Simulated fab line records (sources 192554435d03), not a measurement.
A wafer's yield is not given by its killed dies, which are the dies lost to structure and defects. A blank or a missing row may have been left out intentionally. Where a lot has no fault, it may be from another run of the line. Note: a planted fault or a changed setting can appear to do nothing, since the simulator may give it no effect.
Chamber matching | flow n5 finfet | N5_BEOL_M5_ETCH_67 on rie diel-01: 4 sister chambers
The step etches SiARC in CF4, target depth 15.6 nm, time 26 s. 4 wafers are shown with their chamber, then 7 later ones without.

== EACH WAFER AND ITS CHAMBER ==
wafer  | chamber | showerhead plenum p Torr (Torr)
L081.6 | 1       | 2.03
L088.4 | 0       | 2.13
L086.2 | 2       | 2.08
L086.3 | 3       | 2.06

== WAFERS WITHOUT THEIR CHAMBER ==
wafer  | showerhead plenum p Torr (Torr)
L086.6 | 2.08
L087.1 | 2.28
L087.5 | 2.06
L087.6 | 2.08
L092.1 | 2.27
L092.2 | 2.12
L092.3 | 2.06

== EACH ONE'S CHAMBER ==
wafer  | from the rows above               | in truth
L086.6 | can't be placed: 2 or 3 or 0 or 1 | 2
L087.1 | can't be placed: 0 or 2 or 3 or 1 | 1
L087.5 | can't be placed: 3 or 2 or 1 or 0 | 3
L087.6 | can't be placed: 2 or 3 or 0 or 1 | 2
L092.1 | can't be placed: 0 or 2 or 3 or 1 | 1
L092.2 | can't be placed: 0 or 2 or 3 or 1 | 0
L092.3 | can't be placed: 3 or 2 or 1 or 0 | 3
Correctly placed: 0 of 7. From these rows, 7 cannot be placed; in 7 the true chamber is one of the candidates. Wrongly placed: 0.
How it was worked out, from the rows above alone: a wafer's distance from a chamber is the root of the sum, over the readings, of the square of ((its reading less the chamber's mean) divided by the reading's scatter). The wafer belongs to the nearest chamber; if the next one is less than 2 further off, it can't be placed. For every chamber, the mean is computed from those of its wafers that are shown. The scatter: root of mean squared gap, hidden wafer to nearest shown wafer, with one shown wafer a chamber.
